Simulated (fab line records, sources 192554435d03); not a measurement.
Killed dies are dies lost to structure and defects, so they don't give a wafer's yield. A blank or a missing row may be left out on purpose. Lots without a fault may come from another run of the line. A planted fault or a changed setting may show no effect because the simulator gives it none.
A struck lot beside a sound one | flow n5_finfet | 16 steps out of a route of 1938
Sound: wafers L403.1, L403.2, L403.6. Struck: wafers L401.2, L401.5, L401.6. The cause comes at the end.
At each step with rows: each side's tool, then ch and its chambers, then its first start. Under that, the readings that differ: sound wafers | struck wafers | difference of the means | sigmas: that difference in standard deviations of wafers without a fault.
alike: readings whose means differ by less than 2 such deviations, and words and numbers that are the same on both sides. not compared: withheld readings, readings that some wafer has no value for, bounds like >300 that may hide the same value, and numbers for which the record gives no deviation and whose values overlap.
The two part at a step that has a row with sigmas, a row that says differs or no value, or rows on one side only. Numbers that don't overlap but have no deviation are shown without sigmas and don't part them. A reading that every wafer of one side lacks parts them only if that side has two wafers or more.

first, 3 steps without rows for these wafers: N5_BEOL_M3_EXPOSE_08 (exposes mask M3); N5_BEOL_M3_PEB_09 (peb time 60 s); N5_BEOL_M3_DEVELOP_10 (develop time 30 s).
N5_BEOL_M3_CD_MEAS_11: target cd 17.05 nm.
  sound on cd_sem-03 ch 0, day 10 20:26; struck on cd_sem-01 ch 0, day 10 15:34
  alike: cd_nm
N5_BEOL_M3_OVL_MEAS_12:
  sound on overlay-01 ch 0, day 10 20:28; struck on overlay-01 ch 0, day 10 15:36
  alike: M3_OVL
N5_BEOL_M3_INSPECT_13: inspects for defects (brightfield).
  sound on defect_inspect-02, day 10 20:32; struck on defect_inspect-01, day 10 15:40
  reading          | sound       | struck      | difference | sigmas
  raw_defect_count | 420 366 317 | 546 621 516 | +193       | +2
N5_BEOL_M3_DESCUM_16: chemistry O2, time 7 s.
  sound on rie_diel-04 ch 0,2, day 10 20:34; struck on rie_diel-04 ch 2,3, day 10 15:56
  alike: drypump_motor_current_A, oes_product_au, rf_vpp_V, showerhead_plenum_p_Torr, throttle_valve_pct
  not compared: rf_hours_counter_h
N5_BEOL_M3_ETCH_74: etches underlayer in N2/H2, target depth 6.5 nm, time 5.2 s.
  sound on rie_diel-04 ch 0,2, day 10 20:35; struck on rie_diel-04 ch 2,3, day 10 15:58
  alike: drypump_motor_current_A, etch_rf_on_time_s, oes_product_au, rf_vpp_V, showerhead_plenum_p_Torr, throttle_valve_pct
  not compared: rf_hours_counter_h
N5_BEOL_M3_ETCH_63: etches SiARC in CF4, target depth 15.6 nm, time 26 s.
  sound on rie_diel-04 ch 0,2, day 10 20:37; struck on rie_diel-04 ch 2,3, day 10 15:59
  alike: drypump_motor_current_A, etch_rf_on_time_s, oes_product_au, rf_vpp_V, showerhead_plenum_p_Torr, throttle_valve_pct
  not compared: rf_hours_counter_h
N5_BEOL_M3_ETCH_64: etches SOC in N2/H2, target depth 75 nm, overetch 15 nm, time 112.5 s.
  sound on rie_diel-04 ch 0,2, day 10 20:38; struck on rie_diel-04 ch 2,3, day 10 16:01
  alike: drypump_motor_current_A, oes_product_au, rf_vpp_V, showerhead_plenum_p_Torr, throttle_valve_pct
  not compared: rf_hours_counter_h
then, 2 steps without rows for these wafers: N5_BEOL_M3_STRIP_65 (strips in N2/H2); N5_BEOL_M3_STRIP_75 (strips in N2/H2).
N5_BEOL_M3_STRIP_66: strips in CF4.
  sound on rie_diel-04 ch 0,2, day 10 20:46; struck on rie_diel-04 ch 2,3, day 10 16:09
  no value came back on the struck wafers for any of 8 readings (bias_power_w (W), cf4_flow_sccm (sccm) and others); on the sound wafers bias_power_w (W) reads 75.03 75.33 75.05
  reading                                    | sound | struck | difference | sigmas
  model.SiARC_of_BEOL_M3_COAT_62.thk_nm (nm) | 0 0 0 | 7 7 7  | +7         |
  not compared: rf_hours_counter_h
N5_BEOL_M3_HM_OPEN_17: chemistry Cl2/BCl3, target TiN, target depth 20 nm, overetch 6 nm.
  sound on rie_metal-01 ch 0, day 10 20:49; struck on rie_metal-03 ch 0,1, day 10 16:11
  reading                | sound             | struck            | difference | sigmas
  throttle_valve_pct (%) | 22.00 22.00 21.99 | 22.76 22.18 22.75 | +0.57      | +2
  alike: drypump_motor_current_A, oes_product_au
  not compared: rf_hours_counter_h
N5_BEOL_M4_RC_MEAS_101:
  sound on prober-02 ch 0, day 11 18:54; struck on prober-02 ch 0, day 11 13:23
  alike: DIBL_N, DIBL_P, IOFF_N, IOFF_P, ION_N, ION_P, SS_N, SS_P, VT_N, VT_P
then, 1 step without rows for these wafers: N5_PASSIVATION_PROBE_49.

WHERE THEY PART
First at N5_BEOL_M3_INSPECT_13; last, within this record, at N5_BEOL_M3_HM_OPEN_17. Later steps at which nothing parts them and some readings are alike: N5_BEOL_M4_RC_MEAS_101.

WHY: what the simulator had put in
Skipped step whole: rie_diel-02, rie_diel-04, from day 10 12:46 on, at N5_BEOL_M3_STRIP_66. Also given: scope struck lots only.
